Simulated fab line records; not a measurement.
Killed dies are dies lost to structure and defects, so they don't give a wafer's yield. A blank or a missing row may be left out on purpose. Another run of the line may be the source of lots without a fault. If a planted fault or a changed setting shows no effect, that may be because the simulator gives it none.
fab line records | flow nand-harc
record lots=7 | wafers=20 | last-day=34
route steps=1302 shown A_ZERO_WELL@412 A_SOURCE_PLATE@413 A_ONON_D1@424 END@1302
lots that met no fault: from a run of the same line without faults
start-h: start of the lot's first displayed wafer, in hours after the record's first day | wait-h: hours since the lot's step before | " unchanged from the row above | L1.1+2: several wafers, shown together as one row | - either no value or no given start | * or withheld: withheld | < > ~ a bound
route shown NAME@n: a module of which the file shows steps, and the number in the route of the first | usual: mean/standard deviation taken from wafers without a fault | same: alike in all rows | chamber/n: place in a boat | sites: readings site by site | _std_site: standard deviation across them | _edge_site: the outer-site mean with the inner-site mean subtracted | radius-mm: for every site, how far away it sits from the centre of the wafer | mask NAME#n: copy n | behind: the most recent tool/chamber to have shaped the wafer | hold: reason for holding the lot/hours on hold/outcome of the hold | device: transistor that didn't switch, given as n, p or np | end of line: the tests these same wafers got at the end of their route | a step with no rows: only its recipe | killed: not the wafer's yield, but the dies lost to structure and defects at the first sort | map: the dies of a wafer, with x for killed, . for not killed, _ for no die there
set.NAME: the setting the step ran with; set.NAME@STEP: the setting that earlier step ran with | model.NAME: the simulator's own value behind a step, which no gauge read
lots at selected steps of the route; one table per step, one row per wafer
services: when a tool's chamber went out of use (start-h, in hours from the record's first day, below 0 if earlier), for how many hours, and the reason
## steps
# step NHARC_A_ZERO_WELL_INSPECT_17
# usual raw-defect-count=11/5.3
lot.wafer | tool              | chamber | start-h | wait-h | raw-defect-count
L873.2    | defect-inspect-02 | -       | 177.80  | 0.1    | 5
L873.4    | "                 | -       | "       | "      | 19
L873.6    | "                 | -       | "       | "      | 24
L876.2    | defect-inspect-01 | -       | 208.48  | 0.1    | 22
L876.3    | "                 | -       | "       | "      | 19
L876.5    | "                 | -       | "       | "      | 12
L882.3    | defect-inspect-01 | -       | 266.48  | 0.1    | 13
L882.4    | "                 | -       | "       | "      | 5
L882.6    | "                 | -       | "       | "      | 12
L890.1    | defect-inspect-02 | -       | 348.61  | 0.2    | 8
L890.4    | "                 | -       | "       | "      | 3
L889.1    | defect-inspect-01 | -       | 357.73  | 0.2    | 8
L889.3    | "                 | -       | "       | "      | 19
L889.4    | "                 | -       | "       | "      | 8
L891.1    | defect-inspect-02 | -       | 364.01  | 0.2    | 11
L891.3    | "                 | -       | "       | "      | 9
L891.4    | "                 | -       | "       | "      | 9
L892.1    | defect-inspect-01 | -       | 364.77  | 0.2    | 16
L892.4    | "                 | -       | "       | "      | 13
L892.5    | "                 | -       | "       | "      | 16
# step NHARC_A_SOURCE_PLATE_PRECLEAN_00
# recipe time-s=60 | chemistry=HF-LAST
# step NHARC_A_SOURCE_PLATE_SRD_01
# step NHARC_A_SOURCE_PLATE_OXIDE_02
# recipe target-thk-a=100 | temp-c=900 | ox-time-s=1362 | material=SiO2
# step NHARC_A_SOURCE_PLATE_THK_MEAS_09
# recipe thk-meas-gauge=ellipsometry
# usual thk-nm=9.7/1
lot.wafer | tool          | chamber | start-h | wait-h | thk-nm
L873.2    | film-metro-01 | -       | 185.09  | 0.4    | 10.2
L873.4    | "             | -       | "       | "      | 8.6
L873.6    | "             | -       | "       | "      | 11.2
L876.2    | film-metro-01 | -       | 215.76  | 0.4    | 8.8
L876.3    | "             | -       | "       | "      | 9.9
L876.5    | "             | -       | "       | "      | 9.6
L882.3    | film-metro-01 | -       | 273.73  | 0.4    | 11.5
L882.4    | "             | -       | "       | "      | 7.3
L882.6    | "             | -       | "       | "      | 8.9
L890.1    | film-metro-02 | -       | 356.24  | 0.4    | 9.0
L890.4    | "             | -       | "       | "      | 11.3
L889.1    | film-metro-02 | -       | 365.04  | 0.4    | 8.0
L889.3    | "             | -       | "       | "      | 11.7
L889.4    | "             | -       | "       | "      | 8.4
L891.1    | film-metro-01 | -       | 374.70  | 0.4    | 9.8
L891.3    | "             | -       | "       | "      | 7.5
L891.4    | "             | -       | "       | "      | 9.0
L892.1    | film-metro-01 | -       | 374.70  | 0.4    | 11.1
L892.4    | "             | -       | "       | "      | 10.8
L892.5    | "             | -       | "       | "      | 10.5
# step NHARC_A_SOURCE_PLATE_PVD_04
# recipe target-thk-a=500 | material=WSi2
# step NHARC_A_SOURCE_PLATE_CVD_03
# recipe target-thk-a=2000 | temp-c=620 | pressure-mtorr=200 | time-s=4000 | material=poly-Si
# step NHARC_A_SOURCE_PLATE_ANNEAL_05
# recipe temp-c=850 | time-s=1800
# step NHARC_A_SOURCE_PLATE_THK_MEAS_06
# recipe thk-meas-gauge=ellipsometry
# usual thk-nm=199.2/1.8
lot.wafer | tool          | chamber | start-h | wait-h | thk-nm
L873.2    | film-metro-02 | -       | 198.83  | 0.4    | 200.4
L873.4    | "             | -       | "       | "      | 201.0
L873.6    | "             | -       | "       | "      | 200.2
L876.2    | film-metro-01 | -       | 228.66  | 0.4    | 201.2
L876.3    | "             | -       | "       | "      | 198.8
L876.5    | "             | -       | "       | "      | 199.2
L882.3    | film-metro-02 | -       | 286.82  | 0.4    | 200.5
L882.4    | "             | -       | "       | "      | 200.1
L882.6    | "             | -       | "       | "      | 199.8
L890.1    | film-metro-01 | -       | 368.74  | 0.4    | 200.7
L890.4    | "             | -       | "       | "      | 198.8
L889.1    | film-metro-01 | -       | 378.09  | 0.4    | 200.3
L889.3    | "             | -       | "       | "      | 199.7
L889.4    | "             | -       | "       | "      | 201.4
L891.1    | film-metro-01 | -       | 387.83  | 0.4    | 196.8
L891.3    | "             | -       | "       | "      | 197.1
L891.4    | "             | -       | "       | "      | 195.6
L892.1    | film-metro-01 | -       | 387.84  | 0.4    | 197.1
L892.4    | "             | -       | "       | "      | 199.0
L892.5    | "             | -       | "       | "      | 196.4
# step NHARC_A_SOURCE_PLATE_INSPECT_08
# usual raw-defect-count=62/25
lot.wafer | tool              | chamber | start-h | wait-h | raw-defect-count
L873.2    | defect-inspect-02 | -       | 198.93  | 0.0    | 53
L873.4    | "                 | -       | "       | "      | 82
L873.6    | "                 | -       | "       | "      | 63
L876.2    | defect-inspect-01 | -       | 228.76  | 0.0    | 59
L876.3    | "                 | -       | "       | "      | 65
L876.5    | "                 | -       | "       | "      | 75
L882.3    | defect-inspect-01 | -       | 286.93  | 0.0    | 65
L882.4    | "                 | -       | "       | "      | 64
L882.6    | "                 | -       | "       | "      | 52
L890.1    | defect-inspect-01 | -       | 368.80  | 0.0    | 39
L890.4    | "                 | -       | "       | "      | 74
L889.1    | defect-inspect-02 | -       | 378.16  | 0.0    | 28
L889.3    | "                 | -       | "       | "      | 40
L889.4    | "                 | -       | "       | "      | 37
L891.1    | defect-inspect-02 | -       | 387.89  | 0.0    | 50
L891.3    | "                 | -       | "       | "      | 68
L891.4    | "                 | -       | "       | "      | 46
L892.1    | defect-inspect-02 | -       | 387.90  | 0.0    | 57
L892.4    | "                 | -       | "       | "      | 40
L892.5    | "                 | -       | "       | "      | 31
# step NHARC_A_ONON_D1_DEP_00
# recipe target-thk-a=10000 | n2-flow-sccm=2750 | n2o-flow-sccm=2000 | nh3-flow-sccm=500 | sih4-flow-sccm=210 | temp-c=400
lot.wafer  | tool          | chamber | start-h | wait-h
L873.2+4+6 | pecvd-onon-04 | 0       | 199.06  | 0.1
L876.2+3+5 | pecvd-onon-01 | 0       | 228.89  | 0.1
L882.3+4+6 | pecvd-onon-03 | 0       | 287.11  | 0.2
L890.1+4   | pecvd-onon-03 | 0       | 368.87  | 0.1
L889.1+3+4 | pecvd-onon-03 | 0       | 378.22  | 0.1
L891.1+3+4 | pecvd-onon-03 | 0       | 387.96  | 0.1
L892.1+4+5 | pecvd-onon-01 | 0       | 387.97  | 0.1
# step NHARC_A_ONON_D1_THK_MEAS_02
# recipe thk-meas-gauge=ellipsometry
# usual thk-nm=1000/11
lot.wafer | tool          | chamber | start-h | wait-h | thk-nm
L873.2    | film-metro-01 | -       | 199.51  | -      | 988
L873.4    | "             | -       | "       | "      | 985
L873.6    | "             | -       | "       | "      | 986
L876.2    | film-metro-02 | -       | 229.34  | -      | 997
L876.3    | "             | -       | "       | "      | 997
L876.5    | "             | -       | "       | "      | 997
L882.3    | film-metro-01 | -       | 287.50  | -      | 997
L882.4    | "             | -       | "       | "      | 995
L882.6    | "             | -       | "       | "      | 996
L890.1    | film-metro-01 | -       | 369.38  | -      | 1041
L890.4    | "             | -       | "       | "      | 992
L889.1    | film-metro-01 | -       | 378.73  | -      | 1038
L889.3    | "             | -       | "       | "      | 1038
L889.4    | "             | -       | "       | "      | 993
L891.1    | film-metro-01 | -       | 388.48  | -      | 1051
L891.3    | "             | -       | "       | "      | 1051
L891.4    | "             | -       | "       | "      | 1005
L892.1    | film-metro-02 | -       | 388.48  | -      | 983
L892.4    | "             | -       | "       | "      | 985
L892.5    | "             | -       | "       | "      | 986
# step NHARC_A_ONON_D1_DEP_03
# recipe target-thk-a=10000 | n2-flow-sccm=2750 | n2o-flow-sccm=2000 | nh3-flow-sccm=500 | sih4-flow-sccm=210 | temp-c=400
# step NHARC_END_SORT_01
# recipe temp-c=25
# usual killed-at-array=62/16 | killed-at-other=0.8/1.1 | killed-at-periphery=4/3.2 | killed-dies=67/16 | killed-open=3.5/1.9 | killed-short=2.1/1.5
# same gross-dies=677
lot.wafer | tool      | chamber | start-h | wait-h | killed-at-array | killed-at-other | killed-at-periphery | killed-dies | killed-open | killed-short
L873.2    | prober-01 | 0       | 594.94  | 2.8    | 80              | 0               | 2                   | 82          | 1           | 2
L873.4    | prober-01 | 0       | 596.53  | 3.4    | 75              | 1               | 9                   | 85          | 6           | 4
L873.6    | prober-01 | 0       | 598.13  | 4.0    | 92              | 2               | 2                   | 96          | 1           | 6
L876.2    | prober-02 | 0       | 632.07  | 2.8    | 69              | 1               | 2                   | 72          | 1           | 0
L876.3    | prober-02 | 0       | 632.87  | 3.1    | 72              | 1               | 4                   | 77          | 3           | 1
L876.5    | prober-02 | 0       | 634.48  | 3.7    | 93              | 0               | 1                   | 94          | 6           | 2
L882.3    | prober-02 | 0       | 683.98  | 3.1    | 52              | 1               | 3                   | 56          | 0           | 2
L882.4    | prober-02 | 0       | 684.77  | 3.4    | 41              | 0               | 2                   | 43          | 4           | 2
L882.6    | prober-02 | 0       | 686.36  | 4.0    | 38              | 1               | 6                   | 45          | 3           | 0
L889.1    | prober-02 | 0       | 772.64  | 2.5    | 606             | 1               | 11                  | 618         | 3           | 1
L889.3    | prober-02 | 0       | 774.23  | 3.1    | 627             | 0               | 6                   | 633         | 1           | 0
L889.4    | prober-02 | 0       | 775.03  | 3.4    | 74              | 2               | 9                   | 85          | 3           | 2
L891.1    | prober-02 | 0       | 800.35  | 2.5    | 643             | 0               | 0                   | 643         | 1           | 2
L891.3    | prober-02 | 0       | 801.97  | 3.1    | 617             | 2               | 7                   | 626         | 7           | 4
L891.4    | prober-02 | 0       | 802.77  | 3.4    | 54              | 0               | 2                   | 56          | 4           | 0
L892.1    | prober-01 | 0       | 805.77  | 2.5    | 69              | 2               | 3                   | 74          | 2           | 1
L892.4    | prober-01 | 0       | 808.18  | 3.4    | 69              | 1               | 3                   | 73          | 7           | 1
L892.5    | prober-01 | 0       | 808.98  | 3.7    | 56              | 3               | 5                   | 64          | 2           | 4
# killed by level:class
L873.2 A_CHANNEL_HOLE_D1:chamber-film-flake=31 A_SLIT:chamber-film-flake=22 A_CONTACT:chamber-film-flake=9 A_CHANNEL_HOLE_D2:chamber-film-flake=7 A_CHANNEL_FILL_D2:chamber-film-flake=3 A_STAIRCASE:chamber-film-flake=3 A_ONON_D1:geometric-particle:open=1 A_CHANNEL_HOLE_D1:geometric-particle:short=1
L873.4 A_CHANNEL_HOLE_D1:chamber-film-flake=31 A_SLIT:chamber-film-flake=25 A_CHANNEL_HOLE_D2:chamber-film-flake=6 A_CONTACT:chamber-film-flake=5 P_STI:chamber-film-flake=3 P_CONTACT:geometric-particle:open=2 P_GATE:chamber-film-flake=2 P_GATE:geometric-particle:open=1
L873.6 A_CHANNEL_HOLE_D1:chamber-film-flake=38 A_SLIT:chamber-film-flake=30 A_CHANNEL_HOLE_D2:chamber-film-flake=6 A_CONTACT:chamber-film-flake=5 A_M1:chamber-film-flake=4 A_M0:geometric-particle:short=2 STARTING-WAFER:geometric-particle:short=2 A_STAIRCASE:chamber-film-flake=2
L876.2 A_SLIT:chamber-film-flake=28 A_CHANNEL_HOLE_D2:chamber-film-flake=27 A_CHANNEL_HOLE_D1:chamber-film-flake=4 A_CONTACT:chamber-film-flake=3 P_ZERO_WELL:chamber-film-flake=2 A_CHANNEL_FILL_D2:chamber-film-flake=2 A_WL_FILL:chamber-film-flake=2 A_M0:geometric-particle:open=1
L876.3 A_SLIT:chamber-film-flake=29 A_CHANNEL_HOLE_D2:chamber-film-flake=29 A_ZERO_WELL:chamber-film-flake=3 P_ZERO_WELL:chamber-film-flake=2 A_CHANNEL_HOLE_D1:chamber-film-flake=2 A_CHANNEL_FILL_D2:chamber-film-flake=2 A_WL_FILL:chamber-film-flake=2 A_CONTACT:chamber-film-flake=2
L876.5 A_CHANNEL_HOLE_D2:chamber-film-flake=40 A_SLIT:chamber-film-flake=35 A_CONTACT:chamber-film-flake=4 A_CHANNEL_HOLE_D1:chamber-film-flake=3 A_ONON_D2:geometric-particle:short=2 P_M1:geometric-particle:open=1 A_CHANNEL_FILL_D1:geometric-particle:open=1 A_DECK1_JOINT:geometric-particle:open=1
L882.3 A_CHANNEL_HOLE_D1:chamber-film-flake=38 A_SLIT:chamber-film-flake=7 A_CONTACT:chamber-film-flake=3 P_M2:chamber-film-flake=2 A_STAIRCASE:chamber-film-flake=2 A_CHANNEL_FILL_D1:geometric-particle:short=1 A_SGD_CUT:geometric-particle:short=1 P_GATE:chamber-film-flake=1
L882.4 A_CHANNEL_HOLE_D1:chamber-film-flake=30 A_SLIT:chamber-film-flake=3 A_CONTACT:chamber-film-flake=2 A_ONON_D1:geometric-particle:open=1 A_CHANNEL_FILL_D2:geometric-particle:short=1 A_WL_FILL:geometric-particle:short=1 A_CONTACT:geometric-particle:open=1 A_BLC:geometric-particle:open=1
L882.6 A_CHANNEL_HOLE_D1:chamber-film-flake=30 P_M2:chamber-film-flake=3 A_CHANNEL_FILL_D2:geometric-particle:open=2 P_GATE:chamber-film-flake=2 A_SLIT:chamber-film-flake=2 A_CONTACT:chamber-film-flake=2 P_ZERO_WELL:chamber-film-flake=1 STARTING-WAFER:geometric-particle:open=1
L889.1 A_ONON_D1:area-dep=547 A_CHANNEL_HOLE_D2:chamber-film-flake=25 A_SLIT:chamber-film-flake=23 P_BONDPAD:chamber-film-flake=7 A_CONTACT:chamber-film-flake=3 P_ZERO_WELL:chamber-film-flake=2 A_CHANNEL_HOLE_D1:unspecified=2 A_CHANNEL_HOLE_D1:chamber-film-flake=2
L889.3 A_ONON_D1:area-dep=536 A_SLIT:chamber-film-flake=38 A_CHANNEL_HOLE_D2:chamber-film-flake=34 A_CONTACT:chamber-film-flake=10 P_ZERO_WELL:chamber-film-flake=3 A_CHANNEL_FILL_D2:chamber-film-flake=3 P_BONDPAD:chamber-film-flake=2 A_CHANNEL_HOLE_D1:unspecified=2
L889.4 A_CHANNEL_HOLE_D2:chamber-film-flake=30 A_SLIT:chamber-film-flake=28 A_CONTACT:chamber-film-flake=8 P_BONDPAD:chamber-film-flake=7 A_ONON_D1:geometric-particle:open=2 THIN_TSV:chamber-film-flake=2 P_STI:geometric-particle:short=1 A_CHANNEL_FILL_D2:geometric-particle:open=1
L891.1 A_ONON_D1:area-dep=586 A_CHANNEL_HOLE_D2:chamber-film-flake=33 A_SLIT:chamber-film-flake=8 A_STAIRCASE:chamber-film-flake=5 A_CONTACT:chamber-film-flake=5 A_DECK1_JOINT:chamber-film-flake=2 A_SOURCE_PLATE:geometric-particle:short=1 A_CHANNEL_FILL_D1:geometric-particle:short=1
L891.3 A_ONON_D1:area-dep=543 A_CHANNEL_HOLE_D2:chamber-film-flake=41 A_SLIT:chamber-film-flake=12 A_CONTACT:chamber-film-flake=6 P_ZERO_WELL:chamber-film-flake=3 A_STAIRCASE:chamber-film-flake=3 A_SOURCE_PLATE:geometric-particle:open=2 A_CHANNEL_HOLE_D1:geometric-particle:open=2
L891.4 A_CHANNEL_HOLE_D2:chamber-film-flake=27 A_SLIT:chamber-film-flake=14 A_STAIRCASE:chamber-film-flake=5 A_CONTACT:chamber-film-flake=4 P_CONTACT:geometric-particle:open=1 A_CHANNEL_FILL_D1:geometric-particle:open=1 A_DECK1_JOINT:geometric-particle:open=1 A_BLC:geometric-particle:open=1
L892.1 A_SLIT:chamber-film-flake=31 A_CHANNEL_HOLE_D1:chamber-film-flake=28 A_WL_FILL:chamber-film-flake=5 P_BONDPAD:chamber-film-flake=2 A_CHANNEL_HOLE_D2:chamber-film-flake=2 A_DECK1_JOINT:geometric-particle:open=1 A_M0:geometric-particle:open=1 P_ZERO_WELL:chamber-film-flake=1
L892.4 A_SLIT:chamber-film-flake=29 A_CHANNEL_HOLE_D1:chamber-film-flake=21 A_CONTACT:chamber-film-flake=4 A_DECK1_JOINT:geometric-particle:open=3 A_STAIRCASE:chamber-film-flake=3 A_WL_FILL:chamber-film-flake=3 A_ONON_D2:geometric-particle:open=2 A_CHANNEL_HOLE_D2:chamber-film-flake=2
L892.5 A_SLIT:chamber-film-flake=21 A_CHANNEL_HOLE_D1:chamber-film-flake=19 A_CONTACT:chamber-film-flake=5 P_GATE:chamber-film-flake=3 A_CHANNEL_HOLE_D2:chamber-film-flake=3 A_WL_FILL:chamber-film-flake=2 THIN_TSV:chamber-film-flake=2 P_STI:geometric-particle:open=1
# map L889.3 (x killed, . not)
____________x____________
_________xxxxxx._________
_______..xx.xx.xxx_______
______xxxx.xxxxxxxx______
_____xxxxxxxxxxxxx.x_____
____xxxxxxxxxx.xxxxxx____
____.xxxxxxxxxxxxxxxx____
___.xxxxxxxxxxxxxxxx.x___
___xxxxxxxxxxxxxxxxxxx___
__xxxxxxxxxxxxxxxxxx.xx__
__xxxxxxxxxxxxxxxxxxxxx__
_xxxxxxxxxxxxxxxxxxxxxxx_
_xxxxxxxxxxxxxxxxxxxxx.x_
_x.xxxxxxxxxxxxxxx.xxxxx_
_x.xx.xxxxxxxxxxxxxxxxxx_
_xxxxxxxxx.xxxxxxx..xxxx_
x.xxx.xxxxxxxx..xxxxxxxxx
xxxxxx.xxxxxxx.xxxxxxxx.x
x.xxxxxxxxxxxxxxxxxxxxxxx
xxxxxxxxxxxxxxxx.xxx.xxxx
xxxxxxxxxxxxxxxxxxxxxxxxx
_xx.xxxxxxxxxxxxxxxxxxxx_
_xxxx.xxxxxxxxxxxxxxxxxx_
_xxxxxxxxxxxxxxxxxxxxxxx_
_xxxxxxxxxxxxxxxxxxxx..x_
_xxxxxxxxxxxxxxxxxxxxxxx_
__x.xxxxxxxx.xxxxxxxxxx__
__xxxxxxxxxxxxxxxxxxxxx__
___xxxxxxx.xxxxxxxxxx.___
___xxxxxxxxx..xxxxxxx.___
____.xxxxxxxxxxxxxxxx____
____xxxxxxx.xxxxxxxxx____
_____xxxxxxxxxxxxx.x_____
______xxxxxxxxxxxxx______
_______xxxxxxxxxxx_______
_________xxxxxxx_________
____________x____________
# map L891.1 (x killed, . not)
____________x____________
_________xxxxxxx_________
_______xxxxxxxxxxx_______
______xxxxxxxxxxxxx______
_____x.xx.xxxxxxxxxx_____
____xxxxxxxxxxxxxxxxx____
____xxxxxxxxxxx.xxxxx____
___x.xxxxxxxxxxxxxxxxx___
___xxxxxxxxxxxxxxxxxx.___
__x..xxxx.xxxxxxxxxxxxx__
__xxx.xxxxxxxxxxxxxxxxx__
_xxxxxxxxxxxxx.xxxxxxxxx_
_xxxxxx.xxxxxxxx.xxxxxx._
_xxxxxxxxxxxxxxxxxxxxxxx_
_xxxxx.xxxxxxxxx.xxxxxxx_
_xxx.xxxxxxxx.x.xxxxxxxx_
xxxxxxxxxxxxxxxxxxxxxxxxx
xx.xxxxxxxxxxxxxx.xxxxxxx
xxxxxxxxxxxx.xxxxxxxxxxxx
xxxxxxxxxxxxxxxxxxxxxxxxx
xxxxxxxxxxxxxxxxxxxxxxx.x
_xxxx.xxxxxxxxxxxxxxxxxx_
_xxxxx.xxxxxxxxxxxxxxxxx_
_xxxxxxxxxxxxxxxxxxxxxxx_
_xxxxxxxxxxxxxxxxx.xxxxx_
_xxxxxxxxxxxx..x.xxxxxx._
__.xxxxxxxxxxxxxxxxxxxx__
__xxxxxxx.xxxxx.xxxxxxx__
___xxxxxxxxxxxxxxxxxxx___
___xxx.xxxxxxxxxxxxxxx___
____xxxxxxxxxxxxxxxxx____
____xxxxxxxxxxxxxx.xx____
_____xxxxxxxxxxxxxxx_____
______xxxxxxxxxxxxx______
_______xxxxxxxxxxx_______
_________xxxxxxx_________
____________x____________
## services
tool          | chamber | start-h | hours | kind
pecvd-onon-03 | -       | 227.00  | 13.0  | pm
pecvd-onon-01 | -       | 269.00  | 13.0  | pm
pecvd-onon-04 | -       | 311.33  | 13.0  | pm
## key
first-sign step=NHARC_A_ONON_D1_THK_MEAS_02 | reading=thk-nm | direction=up | sigmas=3.9 | usual=1000 | struck=1044
effect step=NHARC_END_SORT_01 | reading=killed-at-array | direction=up | sigmas=34 | usual=62 | struck=623
more-kills-born-at NHARC_A_ONON_D1_DEP_00@pecvd-onon-03=2212
met-at NHARC_A_ONON_D1_DEP_00
struck-wafers L889.1,L889.3,L890.1,L891.1,L891.3
later-rows-left-out L889.1,L889.3,L890.1,L891.1,L891.3
sort-left-out L890.1
tester-left-out L889,L890,L891
onset-between 287.11 368.87
fault kind=process-parameter-drift | tool=pecvd-onon-03 | chamber=- | onset-h=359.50 | steps=NHARC_A_ONON_D1_DEP_00 | channel=target-thk-a | offset=* | shape=step | end-h=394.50 | scope=struck-wafers-only | acts-in=* | stated=*
# tester-left-out: of these lots the tester's yield and bins aren't shown, on N5 and GAA mostly nor the transistor test; their killed dies are dies lost to structure and defects alone, not to doping, threshold or leakage, so they don't give the yield
# sort-left-out: the simulated sort isn't trusted on such a fault, so these wafers' sort isn't shown, and their yield isn't known
# later-rows-left-out: the simulator's readings of these wafers behind a module that went badly wrong aren't trusted and aren't shown, but for the sort
